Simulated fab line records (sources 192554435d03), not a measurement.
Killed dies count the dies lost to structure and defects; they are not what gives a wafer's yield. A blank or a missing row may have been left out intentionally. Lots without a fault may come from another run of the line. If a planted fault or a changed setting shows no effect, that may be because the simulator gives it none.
fab line records	flow n5Finfet
record lots=24	wafers=72	lastDay=17
route steps=1938 shown BEOL_M1@819 BEOL_M2@855
lots that met no fault: taken from a fault-free run of the same line
startH: hours from the record's first day to the start of the lot's first wafer shown	waitH: hours elapsed since this lot's preceding step	" identical to the entry in the row above	L1.1+2: one row covering several wafers at once	- no value, or no start was given	* or withheld: withheld	< > ~ a bound
route shown NAME@n: names a module that has steps shown in the file, with the first one's number in the route	usual: average and standard deviation across the fault-free wafers	same: alike in all rows	chamber/n: place in a boat	sites: the reading at each site	_std_site: standard deviation across them	_edge_site: mean of outer sites minus mean of inner sites	radiusMm: for every site, how far away it sits from the centre of the wafer	mask NAME#n: copy n	behind: tool/chamber where the wafer was last shaped	hold: cause of the lot's hold/its duration in hours/its outcome	device: the n, p or np transistor that did not switch	end of line: tests of these same wafers at the route's end	where a step has no rows: the recipe by itself	killed: dies lost to structure and defects at the first sort, not the wafer's yield	map: a wafer's dies, marking killed ones x, the rest . and places with no die _
set.NAME: the setting that was run; set.NAME@STEP: the one run at that earlier step	model.NAME: the simulator's own value behind a step, which no gauge read
steps of the route over a sample of lots; a table a step, a row a wafer
services: a tool's chamber out of use, with start hour (startH, from the record's first day; less than 0 if before it), hours out, and reason
## steps
# step N5_BEOL_M1_ANNEAL_82
# recipe tempC=400	timeS=240	ambient=vacuum
# usual heaterPowerW=827/73
lot.wafer	tool	chamber	startH	waitH	heaterPowerW
L074.1	pvdSputter-03	-	126.33	0.0	723
L074.3	"	-	"	"	815
L074.5	"	-	"	"	845
L075.2	pvdSputter-03	-	136.83	0.0	844
L075.4	"	-	"	"	795
L075.6	"	-	"	"	791
L076.2	pvdSputter-02	-	141.78	0.0	869
L076.4	"	-	"	"	812
L076.6	"	-	"	"	970
L077.1	pvdSputter-01	-	144.42	0.0	895
L077.2	"	-	"	"	869
L077.6	"	-	"	"	758
L078.1	pvdSputter-03	-	149.10	0.0	793
L078.4	"	-	"	"	802
L078.6	"	-	"	"	797
L079.1	pvdSputter-03	-	154.07	0.0	834
L079.2	"	-	"	"	804
L079.3	"	-	"	"	831
L080.1	pvdSputter-01	-	161.43	0.0	760
L080.5	"	-	"	"	767
L080.6	"	-	"	"	875
L081.1	pvdSputter-01	-	172.96	0.0	773
L081.5	"	-	"	"	760
L081.6	"	-	"	"	865
L082.1	pvdSputter-02	-	176.23	0.0	683
L082.3	"	-	"	"	858
L082.5	"	-	"	"	945
L083.1	pvdSputter-03	-	184.31	0.0	794
L083.2	"	-	"	"	831
L083.5	"	-	"	"	822
L084.1	pvdSputter-02	-	195.35	0.0	983
L084.3	"	-	"	"	863
L084.4	"	-	"	"	695
L085.1	pvdSputter-01	-	196.20	0.0	858
L085.2	"	-	"	"	867
L085.6	"	-	"	"	905
L086.1	pvdSputter-03	-	205.61	0.0	803
L086.3	"	-	"	"	793
L086.5	"	-	"	"	841
L088.3	pvdSputter-02	-	208.17	0.0	823
L088.5	"	-	"	"	857
L088.6	"	-	"	"	970
L087.1	pvdSputter-03	-	209.93	0.0	804
L087.2	"	-	"	"	749
L087.3	"	-	"	"	843
L089.1	pvdSputter-02	-	218.22	0.0	816
L089.2	"	-	"	"	683
L089.5	"	-	"	"	703
L090.2	pvdSputter-03	-	221.12	0.0	727
L090.4	"	-	"	"	811
L090.6	"	-	"	"	819
L091.1	pvdSputter-01	-	229.28	0.0	757
L091.2	"	-	"	"	875
L091.6	"	-	"	"	889
L092.1	pvdSputter-02	-	235.06	0.0	801
L092.2	"	-	"	"	958
L092.3	"	-	"	"	881
L093.1	pvdSputter-01	-	247.88	0.0	761
L093.2	"	-	"	"	927
L093.3	"	-	"	"	862
L094.2	pvdSputter-03	-	248.01	0.0	751
L094.3	"	-	"	"	836
L094.5	"	-	"	"	821
L095.1	pvdSputter-02	-	261.36	0.0	863
L095.3	"	-	"	"	716
L095.6	"	-	"	"	958
L096.2	pvdSputter-01	-	268.87	0.0	879
L096.3	"	-	"	"	887
L096.6	"	-	"	"	903
L097.1	pvdSputter-03	-	271.85	0.0	731
L097.3	"	-	"	"	817
L097.6	"	-	"	"	848
# step N5_BEOL_M1_PRE_CLEAN_60
# recipe gas=NH3/H2	timeS=15	tempC=*	rfPowerW=300
# usual heaterPowerW=88/15
lot.wafer	tool	chamber	startH	waitH	heaterPowerW
L074.1	cvdCo-02	2	128.41	0.0	94
L074.3	"	0	"	"	75
L074.5	"	2	"	"	97
L075.2	cvdCo-02	0	138.92	0.0	74
L075.4	"	2	"	"	91
L075.6	"	0	"	"	74
L076.2	cvdCo-01	0	143.91	0.0	64
L076.4	"	1	"	"	112
L076.6	"	0	"	"	64
L077.1	cvdCo-02	0	146.49	0.0	77
L077.2	"	2	"	"	98
L077.6	"	0	"	"	75
L078.1	cvdCo-02	0	151.16	0.0	75
L078.4	"	2	"	"	94
L078.6	"	0	"	"	75
L079.1	cvdCo-02	2	156.15	0.0	95
L079.2	"	0	"	"	75
L079.3	"	2	"	"	93
L080.1	cvdCo-01	0	163.51	0.0	63
L080.5	"	2	"	"	83
L080.6	"	0	"	"	64
L081.1	cvdCo-02	1	175.02	0.0	104
L081.5	"	0	"	"	74
L081.6	"	1	"	"	100
L082.1	cvdCo-01	0	178.53	0.1	65
L082.3	"	1	"	"	113
L082.5	"	0	"	"	63
L083.1	cvdCo-02	2	186.38	0.0	97
L083.2	"	1	"	"	102
L083.5	"	0	"	"	73
L084.1	cvdCo-02	1	197.41	0.0	100
L084.3	"	2	"	"	97
L084.4	"	2	"	"	96
L085.1	cvdCo-01	0	198.55	0.2	64
L085.2	"	2	"	"	87
L085.6	"	1	"	"	113
L086.1	cvdCo-01	2	207.74	0.0	88
L086.3	"	1	"	"	113
L086.5	"	2	"	"	85
L088.3	cvdCo-02	2	210.48	0.0	96
L088.5	"	2	"	"	98
L088.6	"	0	"	"	76
L087.1	cvdCo-02	0	212.03	0.1	75
L087.2	"	1	"	"	102
L087.3	"	2	"	"	95
L089.1	cvdCo-02	2	220.28	0.0	96
L089.2	"	1	"	"	101
L089.5	"	1	"	"	101
L090.2	cvdCo-02	2	223.18	0.0	95
L090.4	"	1	"	"	103
L090.6	"	2	"	"	93
L091.1	cvdCo-01	2	231.35	0.0	88
L091.2	"	0	"	"	65
L091.6	"	1	"	"	111
L092.1	cvdCo-02	2	237.29	0.2	101
L092.2	"	1	"	"	103
L092.3	"	0	"	"	77
L093.1	cvdCo-01	2	249.96	0.0	86
L093.2	"	0	"	"	66
L093.3	"	1	"	"	115
L094.2	cvdCo-02	1	250.09	0.0	101
L094.3	"	0	"	"	77
L094.5	"	0	"	"	76
L095.1	cvdCo-01	0	263.58	0.1	64
L095.3	"	2	"	"	88
L095.6	"	2	"	"	87
L096.2	cvdCo-01	0	271.22	0.3	66
L096.3	"	2	"	"	88
L096.6	"	1	"	"	110
L097.1	cvdCo-01	0	276.75	0.0	64
L097.3	"	2	"	"	85
L097.6	"	2	"	"	87
# step N5_BEOL_M2_OVL_MEAS_12
# recipe pointsPerWafer=522
# usual M2_OVL=0.5/0.77
lot.wafer	tool	chamber	startH	waitH	M2_OVL[nm]
L074.1	overlay-01	0	130.70	0.0	0.1
L074.3	"	0	"	"	0.3
L074.5	"	0	"	"	-0.9
L075.2	overlay-01	0	141.07	0.0	-0.2
L075.4	"	0	"	"	-0.4
L075.6	"	0	"	"	0.5
L076.2	overlay-02	0	146.62	0.0	-0.4
L076.4	"	0	"	"	-0.4
L076.6	"	0	"	"	-0.2
L077.1	overlay-02	0	148.34	0.0	-1.9
L077.2	"	0	"	"	-0.8
L077.6	"	0	"	"	0.0
L078.1	overlay-01	0	152.93	0.0	1.1
L078.4	"	0	"	"	0.9
L078.6	"	0	"	"	0.2
L079.1	overlay-02	0	157.66	0.0	-0.5
L079.2	"	0	"	"	0.4
L079.3	"	0	"	"	0.1
L080.1	overlay-01	0	165.04	0.0	1.1
L080.5	"	0	"	"	0.5
L080.6	"	0	"	"	0.9
L081.1	overlay-02	0	176.75	0.0	-0.9
L081.5	"	0	"	"	-0.5
L081.6	"	0	"	"	-0.1
L082.1	overlay-02	0	182.60	0.0	0.4
L082.3	"	0	"	"	0.3
L082.5	"	0	"	"	0.3
L083.1	overlay-02	0	187.96	0.0	0.6
L083.2	"	0	"	"	1.7
L083.5	"	0	"	"	0.1
L084.1	overlay-01	0	198.50	0.0	0.3
L084.3	"	0	"	"	0.5
L084.4	"	0	"	"	-0.1
L085.1	overlay-01	0	200.96	0.0	0.3
L085.2	"	0	"	"	1.4
L085.6	"	0	"	"	1.3
L086.1	overlay-02	0	210.89	0.0	0.9
L086.3	"	0	"	"	0.3
L086.5	"	0	"	"	0.5
L088.3	overlay-01	0	211.94	0.0	0.7
L088.5	"	0	"	"	0.7
L088.6	"	0	"	"	0.3
L087.1	overlay-01	0	215.28	0.0	0.1
L087.2	"	0	"	"	-0.2
L087.3	"	0	"	"	-0.1
L089.1	overlay-02	0	221.96	0.0	0.5
L089.2	"	0	"	"	0.6
L089.5	"	0	"	"	0.4
L090.2	overlay-02	0	224.58	0.0	1.6
L090.4	"	0	"	"	1.5
L090.6	"	0	"	"	1.3
L091.1	overlay-02	0	233.37	0.0	0.5
L091.2	"	0	"	"	0.5
L091.6	"	0	"	"	0.8
L092.1	overlay-02	0	240.55	0.0	0.7
L092.2	"	0	"	"	1.6
L092.3	"	0	"	"	0.8
L093.1	overlay-02	0	250.84	0.0	0.8
L093.2	"	0	"	"	1.5
L093.3	"	0	"	"	1.2
L094.2	overlay-02	0	250.97	0.0	0.6
L094.3	"	0	"	"	0.4
L094.5	"	0	"	"	-0.1
L095.1	overlay-02	0	266.37	0.0	0.5
L095.3	"	0	"	"	0.4
L095.6	"	0	"	"	-0.1
L096.2	overlay-01	0	273.62	0.0	0.4
L096.3	"	0	"	"	0.6
L096.6	"	0	"	"	0.3
L097.1	overlay-01	0	279.92	0.0	1.2
L097.3	"	0	"	"	0.9
L097.6	"	0	"	"	0.1
# step N5_BEOL_M2_ETCH_74
# recipe chemistry=N2/H2	target=underlayer	targetDepthA=65	maskMaterial=CAR-EUV	timeS=5.2	ionEnergyEv=200	pressureMtorr=30	sourceW=840	biasW=150	n2FlowSccm=200	h2FlowSccm=200	ends=cleared
# usual biasW=150.0/0.47	drypumpMotorCurrentA=5.7/0.45	etchRfOnTimeS=5.18/0.18	n2FlowSccm=200.0/0.59	oesProductAu=0.68/0.088	rfVppV=525.0/2.2	showerheadPlenumPTorr=2.59/0.078	throttleValvePct=17.84/0.24
lot.wafer	tool	chamber	startH	waitH	biasW	drypumpMotorCurrentA	etchRfOnTimeS	n2FlowSccm	oesProductAu	rfHoursCounterH	rfVppV	showerheadPlenumPTorr	throttleValvePct
L074.1	rieDiel-05	0	130.86	0.0	149.9	6.1	5.06	198.9	0.65	176	525.1	2.64	17.65
L074.3	"	2	"	"	150.1	6.3	5.01	199.5	0.71	81	528.6	2.69	17.74
L074.5	"	1	"	"	150.7	5.2	5.23	199.5	0.61	-	525.4	2.62	18.17
L075.2	rieDiel-05	1	141.19	0.0	150.0	5.2	5.22	199.6	0.61	237	524.1	2.62	18.17
L075.4	"	1	"	"	149.4	5.2	5.23	199.6	0.60	-	526.6	2.62	18.16
L075.6	"	2	"	"	150.6	6.3	5.02	199.9	0.70	-	525.8	2.68	17.74
L076.2	rieDiel-06	0	146.74	0.0	150.3	5.7	5.43	200.9	0.65	119	524.8	2.56	17.66
L076.4	"	1	"	"	149.4	6.1	5.53	200.4	0.59	215	523.7	2.49	17.75
L076.6	"	3	"	"	149.1	5.8	4.94	200.5	0.65	-	523.5	2.53	18.08
L077.1	rieDiel-05	1	148.56	0.0	150.0	5.2	5.20	201.0	0.61	240	526.0	2.62	18.16
L077.2	"	3	"	"	149.9	5.6	5.23	200.5	0.83	1	529.1	2.74	17.83
L077.6	"	3	"	"	149.9	5.6	5.24	199.9	0.82	-	529.5	2.74	17.81
L078.1	rieDiel-04	1	153.05	0.0	150.3	5.1	5.22	200.0	0.59	221	526.6	2.61	18.10
L078.4	"	0	"	"	149.8	5.9	4.91	200.2	0.85	-	522.0	2.52	17.68
L078.6	"	2	"	"	150.2	4.8	5.40	199.7	0.57	-	528.2	2.61	18.31
L079.1	rieDiel-05	1	157.78	0.0	150.2	5.2	5.25	198.8	0.60	243	524.4	2.61	18.16
L079.2	"	2	"	"	150.4	6.3	5.06	199.3	0.71	91	527.6	2.68	17.74
L079.3	"	3	"	"	149.8	5.6	5.28	200.1	0.81	4	528.6	2.74	17.84
L080.1	rieDiel-04	2	165.17	0.0	150.8	4.8	5.45	199.3	0.58	235	527.2	2.61	18.32
L080.5	"	1	"	"	149.9	5.1	5.24	198.7	0.60	-	525.8	2.60	18.12
L080.6	"	2	"	"	150.6	4.8	5.38	199.9	0.57	-	525.2	2.61	18.33
L081.1	rieDiel-06	2	177.09	0.0	149.8	6.1	5.01	200.3	0.65	168	528.1	2.68	17.67
L081.5	"	1	"	"	149.6	6.2	5.60	199.7	0.58	-	523.5	2.49	17.79
L081.6	"	2	"	"	149.4	6.1	5.03	199.3	0.65	-	526.0	2.68	17.68
L082.1	rieDiel-04	0	182.89	0.0	149.9	6.0	5.02	200.3	0.82	14	522.2	2.52	17.71
L082.3	"	3	"	"	149.4	5.4	5.20	200.0	0.81	5	523.9	2.48	17.39
L082.5	"	0	"	"	149.9	5.9	4.97	199.4	0.81	-	523.3	2.51	17.71
L083.1	rieDiel-04	1	188.12	0.0	150.1	5.1	5.18	199.7	0.60	233	524.8	2.60	18.14
L083.2	"	2	"	"	149.8	4.8	5.43	200.3	0.55	242	527.6	2.61	18.37
L083.5	"	0	"	"	150.1	5.9	5.00	200.0	0.81	-	520.9	2.51	17.74
L084.1	rieDiel-05	3	198.64	0.0	149.3	5.6	5.15	200.7	0.77	18	527.8	2.73	17.85
L084.3	"	1	"	"	150.2	5.2	5.08	200.5	0.88	1	525.0	2.61	17.66
L084.4	"	2	"	"	149.4	6.3	4.97	200.8	0.71	106	527.2	2.68	17.78
L085.1	rieDiel-04	2	201.15	0.0	150.2	4.8	5.40	200.0	0.57	247	524.7	2.61	18.31
L085.2	"	0	"	"	150.3	5.9	4.94	200.6	0.80	21	523.9	2.51	17.73
L085.6	"	1	"	"	149.7	5.1	5.14	200.2	0.59	-	526.0	2.60	18.15
L086.1	rieDiel-06	2	211.02	0.0	149.6	6.1	4.99	199.8	0.64	178	526.8	2.67	17.71
L086.3	"	1	"	"	149.1	6.1	5.64	200.0	0.57	238	523.1	2.48	17.77
L086.5	"	3	"	"	150.2	5.8	4.93	200.3	0.63	-	522.2	2.52	18.08
L088.3	rieDiel-05	0	212.32	0.0	149.5	6.1	5.17	199.5	0.63	206	524.9	2.63	17.70
L088.5	"	3	"	"	149.7	5.6	5.16	199.3	0.76	-	529.9	2.73	17.88
L088.6	"	0	"	"	150.1	6.1	5.14	201.1	0.63	-	525.5	2.63	17.70
L087.1	rieDiel-04	1	215.46	0.0	149.5	5.1	5.17	199.5	0.60	244	523.3	2.60	18.14
L087.2	"	0	"	"	149.8	5.9	5.00	199.7	0.78	27	522.5	2.51	17.76
L087.3	"	3	"	"	149.4	5.4	5.23	199.5	0.77	15	522.8	2.47	17.43
L089.1	rieDiel-04	0	222.15	0.0	150.0	5.9	5.05	200.1	0.77	31	522.8	2.51	17.76
L089.2	"	1	"	"	149.3	5.1	5.25	199.8	0.58	248	525.1	2.59	18.17
L089.5	"	0	"	"	149.7	5.9	5.00	200.1	0.77	-	522.0	2.51	17.74
L090.2	rieDiel-05	1	224.71	0.0	150.2	5.2	5.05	200.0	0.84	9	524.1	2.61	17.68
L090.4	"	2	"	"	150.7	6.3	5.01	199.6	0.69	114	528.3	2.67	17.78
L090.6	"	3	"	"	150.3	5.6	5.21	200.4	0.76	-	527.0	2.73	17.87
L091.1	rieDiel-06	2	233.62	0.0	149.8	6.1	5.04	200.0	0.63	186	524.3	2.67	17.72
L091.2	"	3	"	"	150.2	5.8	4.99	201.0	0.62	212	523.2	2.52	18.12
L091.6	"	2	"	"	149.8	6.1	5.05	199.7	0.64	-	526.0	2.67	17.72
L092.1	rieDiel-06	3	240.68	0.0	149.6	5.8	4.98	199.8	0.62	214	522.0	2.52	18.12
L092.2	"	2	"	"	149.6	6.1	5.06	200.3	0.64	189	527.4	2.67	17.73
L092.3	"	1	"	"	150.1	6.2	5.64	200.0	0.56	248	523.7	2.48	17.81
L093.1	rieDiel-05	3	251.63	0.0	150.1	5.6	5.19	199.1	0.75	37	528.8	2.72	17.89
L093.2	"	0	"	"	150.5	6.1	5.12	200.3	0.63	217	524.3	2.63	17.71
L093.3	"	1	"	"	149.8	5.2	5.06	199.6	0.82	19	524.4	2.60	17.69
L094.2	rieDiel-04	2	251.99	0.0	149.5	4.8	5.46	201.5	0.80	5	524.1	2.60	17.86
L094.3	"	3	"	"	149.9	5.4	5.26	198.6	0.73	32	523.2	2.47	17.46
L094.5	"	0	"	"	150.3	5.9	4.95	199.4	0.75	-	522.0	2.50	17.78
L095.1	rieDiel-06	2	266.52	0.0	150.0	6.1	5.00	200.4	0.62	200	526.7	2.66	17.73
L095.3	"	0	"	"	149.3	5.7	5.41	199.9	0.62	164	523.7	2.54	17.72
L095.6	"	3	"	"	149.4	5.8	4.94	200.1	0.63	-	523.9	2.52	18.14
L096.2	rieDiel-05	1	273.79	0.0	150.9	5.2	5.07	200.0	0.81	26	527.5	2.60	17.72
L096.3	"	2	"	"	150.2	6.3	5.04	200.5	0.67	130	525.3	2.66	17.82
L096.6	"	2	"	"	149.2	6.3	5.08	200.1	0.69	-	526.6	2.66	17.82
L097.1	rieDiel-06	0	280.20	0.0	150.7	5.7	5.41	199.7	0.61	170	525.1	2.54	17.75
L097.3	"	3	"	"	149.6	5.8	4.95	200.4	0.61	226	521.6	2.51	18.15
L097.6	"	0	"	"	150.6	5.7	5.39	199.2	0.62	-	523.6	2.54	17.75
# step N5_BEOL_M2_ETCH_63
# recipe chemistry=CF4	target=SiARC	targetDepthA=156	maskMaterial=CAR-EUV	timeS=26	ionEnergyEv=80	pressureMtorr=40	sourceW=545	biasW=36	Ar_flow_sccm=100	cf4FlowSccm=100	ends=cleared
# usual biasW=36.01/0.1	drypumpMotorCurrentA=5.7/0.45	etchRfOnTimeS=25.8/1	oesProductAu=0.68/0.091	rfVppV=184.5/0.99	showerheadPlenumPTorr=2.18/0.058	throttleValvePct=15.58/0.27
lot.wafer	tool	chamber	startH	waitH	biasW	drypumpMotorCurrentA	etchRfOnTimeS	oesProductAu	rfHoursCounterH	rfVppV	showerheadPlenumPTorr	throttleValvePct
L074.1	rieDiel-05	0	130.88	0.0	36.19	6.0	25.6	0.66	176	184.4	2.23	15.53
L074.3	"	2	"	"	35.95	6.4	25.0	0.72	81	185.1	2.27	15.54
L074.5	"	1	"	"	36.11	5.2	26.2	0.62	-	184.9	2.21	15.92
L075.2	rieDiel-05	1	141.21	0.0	35.99	5.2	25.9	0.62	237	184.4	2.21	15.93
L075.4	"	1	"	"	36.09	5.2	26.1	0.61	-	184.4	2.21	15.91
L075.6	"	2	"	"	35.96	6.3	24.7	0.73	-	184.8	2.27	15.56
L076.2	rieDiel-06	0	146.76	0.0	36.05	5.7	27.2	0.65	119	184.2	2.16	15.45
L076.4	"	1	"	"	35.87	6.1	28.0	0.58	215	183.6	2.13	15.70
L076.6	"	3	"	"	36.15	5.8	25.0	0.65	-	185.9	2.15	15.84
L077.1	rieDiel-05	1	148.58	0.0	35.96	5.2	25.8	0.61	240	185.7	2.20	15.94
L077.2	"	3	"	"	36.28	5.6	25.2	0.84	1	185.8	2.27	15.31
L077.6	"	3	"	"	36.03	5.6	25.3	0.83	-	186.5	2.27	15.31
L078.1	rieDiel-04	1	153.07	0.0	35.97	5.1	25.9	0.61	221	184.6	2.20	15.99
L078.4	"	0	"	"	35.99	5.9	24.5	0.87	-	182.5	2.10	15.20
L078.6	"	2	"	"	35.94	4.8	26.7	0.58	-	184.2	2.20	15.98
L079.1	rieDiel-05	1	157.80	0.0	36.00	5.2	25.8	0.62	243	185.1	2.20	15.94
L079.2	"	2	"	"	36.00	6.3	25.0	0.72	91	186.3	2.27	15.56
L079.3	"	3	"	"	35.94	5.6	25.2	0.83	4	184.7	2.27	15.32
L080.1	rieDiel-04	2	165.19	0.0	36.11	4.8	27.0	0.57	235	184.3	2.20	15.98
L080.5	"	1	"	"	36.15	5.1	26.3	0.60	-	184.9	2.20	15.99
L080.6	"	2	"	"	36.16	4.8	26.8	0.58	-	184.8	2.20	15.98
L081.1	rieDiel-06	2	177.11	0.0	35.93	6.0	24.8	0.66	168	184.7	2.21	15.22
L081.5	"	1	"	"	36.00	6.1	27.6	0.59	-	183.6	2.13	15.73
L081.6	"	2	"	"	36.07	6.0	24.9	0.66	-	184.6	2.21	15.21
L082.1	rieDiel-04	0	182.91	0.0	36.18	5.9	25.3	0.80	14	184.5	2.09	15.24
L082.3	"	3	"	"	35.91	5.4	26.2	0.81	5	183.7	2.11	15.31
L082.5	"	0	"	"	36.12	5.9	25.1	0.80	-	182.9	2.09	15.24
L083.1	rieDiel-04	1	188.14	0.0	35.87	5.1	25.5	0.60	233	184.9	2.20	16.03
L083.2	"	2	"	"	35.93	4.8	26.6	0.57	242	185.7	2.19	16.00
L083.5	"	0	"	"	36.02	5.9	24.7	0.82	-	185.0	2.09	15.23
L084.1	rieDiel-05	3	198.66	0.0	36.01	5.6	25.0	0.78	18	186.3	2.27	15.35
L084.3	"	1	"	"	36.00	5.2	25.1	0.88	1	184.1	2.20	15.41
L084.4	"	2	"	"	35.96	6.3	24.5	0.71	106	185.0	2.26	15.59
L085.1	rieDiel-04	2	201.16	0.0	35.96	4.8	26.7	0.57	247	185.0	2.19	15.99
L085.2	"	0	"	"	36.11	5.9	24.6	0.81	21	184.4	2.09	15.24
L085.6	"	1	"	"	35.88	5.1	26.0	0.59	-	184.8	2.20	16.02
L086.1	rieDiel-06	2	211.04	0.0	35.91	6.1	24.8	0.65	178	182.7	2.21	15.23
L086.3	"	1	"	"	35.98	6.1	28.5	0.56	238	184.7	2.13	15.75
L086.5	"	3	"	"	35.87	5.8	24.9	0.64	-	182.8	2.14	15.90
L088.3	rieDiel-05	0	212.33	0.0	36.00	6.1	25.5	0.63	206	185.4	2.22	15.58
L088.5	"	3	"	"	36.07	5.6	25.2	0.77	-	185.2	2.27	15.36
L088.6	"	0	"	"	36.04	6.0	25.5	0.64	-	185.2	2.22	15.60
L087.1	rieDiel-04	1	215.48	0.0	36.22	5.1	25.7	0.59	244	184.3	2.19	16.03
L087.2	"	0	"	"	35.96	5.9	24.7	0.79	27	184.1	2.09	15.26
L087.3	"	3	"	"	35.96	5.4	25.9	0.78	15	182.4	2.10	15.32
L089.1	rieDiel-04	0	222.17	0.0	35.90	5.9	24.7	0.78	31	182.5	2.09	15.29
L089.2	"	1	"	"	36.29	5.1	25.9	0.59	248	184.0	2.19	16.05
L089.5	"	0	"	"	36.01	5.9	24.7	0.78	-	183.2	2.09	15.25
L090.2	rieDiel-05	1	224.72	0.0	35.89	5.2	24.9	0.85	9	184.9	2.20	15.43
L090.4	"	2	"	"	36.08	6.3	25.0	0.70	114	185.3	2.26	15.60
L090.6	"	3	"	"	36.13	5.6	25.6	0.76	-	186.5	2.27	15.36
L091.1	rieDiel-06	2	233.64	0.0	36.06	6.1	25.2	0.64	186	185.4	2.21	15.25
L091.2	"	3	"	"	35.95	5.8	24.9	0.62	212	183.7	2.14	15.89
L091.6	"	2	"	"	36.21	6.1	25.1	0.64	-	185.3	2.21	15.26
L092.1	rieDiel-06	3	240.69	0.0	36.04	5.8	25.0	0.62	214	182.7	2.13	15.91
L092.2	"	2	"	"	36.00	6.1	24.8	0.64	189	186.0	2.21	15.26
L092.3	"	1	"	"	36.05	6.1	28.0	0.57	248	183.1	2.12	15.76
L093.1	rieDiel-05	3	251.65	0.0	36.22	5.6	25.3	0.74	37	186.5	2.26	15.38
L093.2	"	0	"	"	35.91	6.1	25.7	0.62	217	185.5	2.21	15.62
L093.3	"	1	"	"	36.02	5.2	25.4	0.82	19	185.2	2.20	15.45
L094.2	rieDiel-04	2	252.01	0.0	35.84	4.8	27.3	0.81	5	185.2	2.19	15.47
L094.3	"	3	"	"	36.08	5.4	26.1	0.75	32	184.2	2.10	15.37
L094.5	"	0	"	"	35.84	5.9	24.7	0.76	-	183.5	2.08	15.29
L095.1	rieDiel-06	2	266.54	0.0	36.05	6.1	25.0	0.64	200	185.1	2.20	15.29
L095.3	"	0	"	"	35.81	5.7	27.6	0.62	164	183.8	2.15	15.54
L095.6	"	3	"	"	36.15	5.8	25.2	0.62	-	184.2	2.13	15.93
L096.2	rieDiel-05	1	273.81	0.0	35.95	5.1	25.3	0.80	26	184.5	2.19	15.47
L096.3	"	2	"	"	35.86	6.3	24.9	0.68	130	185.2	2.25	15.63
L096.6	"	2	"	"	35.97	6.3	24.8	0.69	-	184.3	2.25	15.63
L097.1	rieDiel-06	0	280.22	0.0	36.13	5.7	27.7	0.61	170	184.9	2.14	15.54
L097.3	"	3	"	"	36.26	5.8	25.3	0.62	226	183.0	2.13	15.93
L097.6	"	0	"	"	36.13	5.7	27.7	0.61	-	182.6	2.14	15.55
# step N5_BEOL_M2_CD_MEAS_18
# recipe pitchNm=36	targetCdNm=18
# usual cdNm=17.9/0.38
lot.wafer	tool	chamber	startH	waitH	cdNm
L074.1	cdSem-02	-	131.26	0.0	18.0
L074.3	"	-	"	"	18.1
L074.5	"	-	"	"	17.7
L075.2	cdSem-01	-	141.59	0.1	17.9
L075.4	"	-	"	"	17.7
L075.6	"	-	"	"	18.0
L076.2	cdSem-03	-	147.15	0.1	17.7
L076.4	"	-	"	"	18.3
L076.6	"	-	"	"	18.1
L077.1	cdSem-03	-	148.97	0.1	17.7
L077.2	"	-	"	"	18.2
L077.6	"	-	"	"	18.3
L078.1	cdSem-03	-	153.46	0.0	17.7
L078.4	"	-	"	"	17.7
L078.6	"	-	"	"	18.1
L079.1	cdSem-03	-	158.18	0.0	17.4
L079.2	"	-	"	"	17.7
L079.3	"	-	"	"	17.8
L080.1	cdSem-01	-	165.61	0.0	17.4
L080.5	"	-	"	"	17.3
L080.6	"	-	"	"	17.6
L081.1	cdSem-03	-	177.52	0.1	18.6
L081.5	"	-	"	"	17.9
L081.6	"	-	"	"	18.1
L082.1	cdSem-02	-	183.46	0.0	18.7
L082.3	"	-	"	"	17.6
L082.5	"	-	"	"	18.6
L083.1	cdSem-03	-	188.52	0.0	18.1
L083.2	"	-	"	"	17.6
L083.5	"	-	"	"	18.2
L084.1	cdSem-03	-	199.05	0.0	18.3
L084.3	"	-	"	"	17.8
L084.4	"	-	"	"	18.3
L085.1	cdSem-01	-	201.55	0.0	17.1
L085.2	"	-	"	"	17.7
L085.6	"	-	"	"	17.7
L086.1	cdSem-01	-	211.45	0.0	17.9
L086.3	"	-	"	"	17.2
L086.5	"	-	"	"	18.2
L088.3	cdSem-01	-	212.81	0.1	18.2
L088.5	"	-	"	"	17.9
L088.6	"	-	"	"	18.0
L087.1	cdSem-01	-	215.97	0.0	18.1
L087.2	"	-	"	"	18.3
L087.3	"	-	"	"	17.4
L089.1	cdSem-03	-	222.56	0.0	17.6
L089.2	"	-	"	"	17.3
L089.5	"	-	"	"	17.9
L090.2	cdSem-01	-	225.12	0.1	17.8
L090.4	"	-	"	"	18.2
L090.6	"	-	"	"	17.8
L091.1	cdSem-02	-	234.06	0.0	17.3
L091.2	"	-	"	"	17.9
L091.6	"	-	"	"	18.0
L092.1	cdSem-02	-	241.08	0.0	18.0
L092.2	"	-	"	"	18.0
L092.3	"	-	"	"	17.8
L093.1	cdSem-02	-	252.14	0.0	18.3
L093.2	"	-	"	"	18.2
L093.3	"	-	"	"	18.1
L094.2	cdSem-03	-	252.45	0.1	17.6
L094.3	"	-	"	"	17.4
L094.5	"	-	"	"	18.5
L095.1	cdSem-01	-	266.92	0.0	18.6
L095.3	"	-	"	"	18.3
L095.6	"	-	"	"	18.3
L096.2	cdSem-01	-	274.24	0.1	17.4
L096.3	"	-	"	"	17.8
L096.6	"	-	"	"	17.8
L097.1	cdSem-02	-	280.60	0.0	17.8
L097.3	"	-	"	"	18.2
L097.6	"	-	"	"	17.4
## services
tool	chamber	startH	hours	kind
rieDiel-04	0	110.81	-	clean
rieDiel-04	0	110.81	-	consumableReplace:focusRing
cvdCo-02	-	112.53	0.4	repair
pvdSputter-02	-	121.61	1.8	repair
rieDiel-05	3	131.35	-	clean
rieDiel-05	3	131.35	-	consumableReplace:focusRing
rieDiel-05	3	131.35	-	consumableReplace:showerhead
rieDiel-05	3	131.35	13.3	scheduledDown
rieDiel-05	3	131.35	13.3	ventCycle
cvdCo-02	1	145.86	17.7	repair
rieDiel-04	3	148.63	-	clean
rieDiel-04	3	148.63	-	consumableReplace:focusRing
rieDiel-04	3	148.63	22.8	scheduledDown
rieDiel-04	3	148.63	22.8	ventCycle
rieDiel-05	1	178.48	-	clean
rieDiel-05	1	178.48	-	consumableReplace:focusRing
rieDiel-06	0	207.22	4.4	repair
rieDiel-04	2	217.90	5.7	repair
rieDiel-04	2	223.62	-	clean
rieDiel-05	0	230.90	5.1	repair
cvdCo-01	0	233.88	3.6	repair
rieDiel-06	3	245.02	16.7	repair
pvdSputter-01	-	252.79	1.5	repair
cvdCo-01	0	258.49	3.1	repair
## key
fault none
